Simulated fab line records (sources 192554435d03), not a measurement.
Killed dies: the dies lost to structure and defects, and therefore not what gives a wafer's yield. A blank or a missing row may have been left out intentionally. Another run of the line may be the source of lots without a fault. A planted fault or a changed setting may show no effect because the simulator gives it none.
Struck lot and sound lot, side by side || flow n5_finfet || 42 steps out of a route of 1938
Sound: wafers L825.2, L825.4, L825.6. Struck: wafer L829.5 (left out: L829.1, L829.2 of the same lot, which were not struck); the cause appears at the end.
At each step with rows: each side's tool, then ch and its chambers, then its first start. Under that, the readings that differ: sound wafers || struck wafers || difference of the means || sigmas: that difference in standard deviations of wafers without a fault.
alike: words and numbers the same on both sides, and readings whose means are apart by under 2 such deviations; not compared: readings that were withheld, readings missing a value for some wafer, numbers with overlapping values and no deviation given by the record, and bounds like >300 which may hide the same value.
A row with sigmas, a row that says differs or no value, or rows on one side alone: a step with any of these is where the two part. When numbers do not overlap yet have no deviation, they are printed without sigmas and do not part them. A reading missing from all wafers of one side parts the sides only when that side holds two or more wafers.

first, 10 steps without rows for these wafers: N5_DUMMY_GATE_ETCH_23 (etches poly-Si in HBr/Cl2/O2, target depth 41 nm, time 22.3 s); N5_DUMMY_GATE_ETCH_44 (etches poly-Si in HBr/O2, stops on SiO2, target depth 127.5 nm); N5_DUMMY_GATE_ETCH_42 (etches SiO2 in CHF3/O2, target depth 3.5 nm, time 31 s); N5_DUMMY_GATE_STRIP_48 (strips in N2/H2, time 20 s); N5_DUMMY_GATE_PRECLEAN_33 (cleans in dHF, time 10 s); N5_DUMMY_GATE_PRECLEAN_25 (cleans in O3/DIW, time 45 s); N5_DUMMY_GATE_PRECLEAN_51 (cleans in SC2, time 45 s); N5_DUMMY_GATE_SRD_26 (time 30 s); N5_DUMMY_GATE_UV_OZONE_45 (time 120 s); N5_SPACER0_ALD_07 (deposits SiNx, target thk 2 nm).
N5_SPACER0_ALD_00: deposits SiOCN, target thk 3.5 nm, pulse time 3 s, purge time 2 s.
  sound on ald_sin-01 ch 2,3, day 3 12:38; struck on ald_sin-01 ch 1, day 4 11:13
{"reading": "ald_cycles", "sound": "58 58 58", "struck": 103, "difference": "+45", "sigmas": ""}
{"reading": "model.SiOCN_of_SPACER0_ALD_00.thk_nm (nm)", "sound": "3.6 3.6 3.4", "struck": 6.2, "difference": "+2.7", "sigmas": ""}
  alike: heater_power_w, precursor_pulse_height_rel
then, 24 steps without rows for these wafers: N5_SPACER0_ALD_08 (deposits SiNx, target thk 2 nm); N5_SD_EPI_N_COAT_32 (time 60 s, resist thk 350 nm); N5_SD_EPI_N_COAT_33 (time 60 s, resist thk 35 nm); N5_SD_EPI_N_COAT_03 (resist thk 150 nm); N5_SD_EPI_N_EBR_05; N5_SD_EPI_N_SOFTBAKE_04 (time 60 s); N5_SD_EPI_N_EXPOSE_06 (exposes mask SD N BLK, target cd 120 nm); N5_SD_EPI_N_PEB_07 (peb time 60 s); N5_SD_EPI_N_DEVELOP_08 (develop time 30 s); N5_SD_EPI_N_DESCUM_14 (chemistry O2, time 7.9 s); N5_SD_EPI_N_ETCH_34 (etches SiARC in CF4, target depth 45.5 nm, time 75.8 s); N5_SD_EPI_N_ETCH_35 (etches SOC in N2/H2, overetch 108 nm, time 486 s); N5_SD_EPI_N_STRIP_36 (strips in N2/H2); N5_SD_EPI_N_ETCHBACK_44 (etches SiNx in CH3F/O2, stops on SiO2, target depth 14.5 nm); N5_SD_EPI_N_ETCH_45 (etches SiOCN in CH3F/O2, target depth 6 nm); N5_SD_EPI_N_ETCH_16 (etches SiO2 in CHF3/O2, target depth 5 nm); N5_SD_EPI_N_STRIP_47 (strips in CHF3/O2); N5_SD_EPI_N_SD_RECESS_17 (chemistry HBr/Cl2/O2, target depth 41 nm, time 23.7 s, bt time 3 s); N5_SD_EPI_N_STRIP_38 (strips in N2/H2); N5_SD_EPI_N_WET_ETCH_43 (etches SiO2 in dHF, time 14 s, target depth 1.5 nm); N5_SD_EPI_N_STRIP_18 (strips in SPM, time 750 s); N5_SD_EPI_N_SRD_20 (time 30 s); N5_SD_EPI_N_PRECLEAN_48 (cleans in NF3:NH3, afs cycles 2, time 20 s, sublimation time 60 s); N5_SD_EPI_N_VAPOR_ETCH_50 (etches Si in HCl, time 54 s).
N5_SD_EPI_N_EPI_21: deposits Si:P, time 690 s.
  sound on epi_rpcvd-01 ch 0, day 3 15:22; struck on epi_rpcvd-02 ch 0, day 4 16:12
{"reading": "model.Si-P_of_SD_EPI_N_EPI_21.thk_nm (nm)", "sound": "59 59.2 59", "struck": 0.8, "difference": -58.3, "sigmas": ""}
  alike: susceptor_temp_C_max
N5_SD_EPI_N_EPI_MEAS_23:
  sound: film_metro-02 at day 3 16:50; struck: film_metro-02 at day 4 17:14
{"reading": "thk_nm (nm)", "sound": "61.4 59.4 59.5", "struck": 1.0, "difference": -59.1, "sigmas": -54}
N5_SD_EPI_P_PRECLEAN_24: cleans in O3/DIW, time 45 s.
  sound on wet_bench-03 ch 4,6,7, day 3 21:32; struck on wet_bench-04 ch 3, day 4 22:23
{"reading": "model.Si-P_of_SD_EPI_N_EPI_21.thk_nm (nm)", "sound": "58.2 58.4 58.2", "struck": 0.8, "difference": -57.5, "sigmas": ""}
N5_SD_EPI_P_PRECLEAN_32: cleans in dHF, time 10 s.
  sound on wet_bench-03 ch 4,6,7, day 3 21:33; struck on wet_bench-04 ch 3, day 4 22:24
{"reading": "model.SiOCN_of_SPACER0_ALD_00.thk_nm (nm)", "sound": "3.4 3.4 3.4", "struck": 6.2, "difference": "+2.8", "sigmas": ""}
N5_SD_ACTIVATION_RS_MEAS_03: measures by four-point-probe.
  sound: film_metro-02 at day 3 22:09; struck: film_metro-02 at day 4 23:02
  alike: RS_SD_P
  not compared: RS_SD_N
-- here the record skips 5 days between the struck wafers' starts before and after, leaving off in module SD_ACTIVATION and picking up in module BEOL_M4 (first step shown: number 1111 of the route) --
N5_BEOL_M4_RC_MEAS_101:
  sound on prober-02 ch 0, day 8 10:31; struck on prober-01 ch 0, day 9 11:46
{"reading": "DIBL_P (mV/V)", "sound": "37.6 39.3 35.3", "struck": 27.9, "difference": -9.5, "sigmas": -5}
{"reading": "IOFF_P (nA/um)", "sound": "0.22 0.27 0.19", "struck": 0.07, "difference": -0.16, "sigmas": -5}
{"reading": "IOFF_P_85C (nA/um)", "sound": "3.8 4.4 3.4", "struck": 1.4, "difference": -2.5, "sigmas": -5}
{"reading": "IOFF_P_LIN (nA/um)", "sound": "0.102 0.116 0.092", "struck": 0.040, "difference": -0.063, "sigmas": -5}
{"reading": "ION_P (uA/um)", "sound": "465 462 456", "struck": 380, "difference": -81, "sigmas": -9}
{"reading": "REXT_P (ohm.um)", "sound": "100.6 99.2 99.4", "struck": 158.2, "difference": "+58.5", "sigmas": "+32"}
{"reading": "SS_P (mV/dec)", "sound": "73.6 74.2 73.7", "struck": 72.1, "difference": -1.7, "sigmas": -3}
{"reading": "VT_P (mV)", "sound": "-249 -247 -251", "struck": -272, "difference": -23, "sigmas": -7}
{"reading": "VT_P_LVT (mV)", "sound": "-99 -98 -101", "struck": -119, "difference": -20, "sigmas": -6}
  not compared: CJ_N, DIBL_N, EOT_N, IGATE_N, IOFF_N, IOFF_N_85C, IOFF_N_LIN, IOFF_N_LONG, ION_N, RC_DENSE_N, RC_N, REXT_N, RS_SD_N, SS_N, VT_N, VT_N_LONG, VT_N_LVT
-- a jump in the record: the struck wafers' starts before and after are 4 days apart (it breaks off in module BEOL_M4 and resumes in module PASSIVATION, where the first step shown is number 1936 of the route) --
N5_PASSIVATION_PROBE_49:
  rows exist in the record for the struck wafers here (prober-01, day 13 09:35), but not for the sound ones

WHERE THEY PART
Last at N5_PASSIVATION_PROBE_49 as far as this record goes, first at N5_SD_EPI_N_EPI_MEAS_23.

WHY: the cause the simulator had injected
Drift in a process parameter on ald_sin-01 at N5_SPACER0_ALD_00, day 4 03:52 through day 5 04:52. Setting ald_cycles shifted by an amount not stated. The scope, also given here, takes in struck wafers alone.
